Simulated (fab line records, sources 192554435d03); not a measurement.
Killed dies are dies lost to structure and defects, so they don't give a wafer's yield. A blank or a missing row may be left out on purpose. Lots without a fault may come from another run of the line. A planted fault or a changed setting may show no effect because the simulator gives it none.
Chamber matching | flow n5_finfet | N5_DUMMY_REMOVAL_STRIP_10 on rie_diel-02: 4 sister chambers
The step strips in N2/H2, time 40 s. 4 wafers are shown with their chamber, then 7 later ones without.

WAFERS WITH THEIR CHAMBER
wafer  | chamber | showerhead_plenum_p_Torr (Torr)
L083.5 | 3       | 3.59
L087.2 | 2       | 3.35
L095.1 | 1       | 3.50
L095.4 | 0       | 3.31

WAFERS WITHOUT THEIR CHAMBER
wafer  | showerhead_plenum_p_Torr (Torr)
L095.5 | 3.31
L096.3 | 3.58
L096.5 | 3.58
L096.6 | 3.35
L097.1 | 3.35
L097.5 | 3.35
L097.6 | 3.58

WHICH CHAMBER EACH WENT THROUGH
wafer  | from the rows above | in truth
L095.5 | 0                   | 0
L096.3 | 3                   | 3
L096.5 | 3                   | 3
L096.6 | 2                   | 2
L097.1 | 2                   | 2
L097.5 | 2                   | 2
L097.6 | 3                   | 3
Placed correctly: 7 of 7. Can't be placed from these rows: 0. Placed wrongly: 0.
How it was worked out, from the rows above alone: a wafer's distance from a chamber is the root of the sum, over the readings, of the square of ((its reading less the chamber's mean) divided by the reading's scatter). The wafer belongs to the nearest chamber; if the next one is less than 2 further off, it can't be placed. A chamber's mean is the mean of its shown wafers. The scatter: with one shown wafer a chamber, the root of the mean of the squares of how far each hidden wafer lies from its nearest shown one.
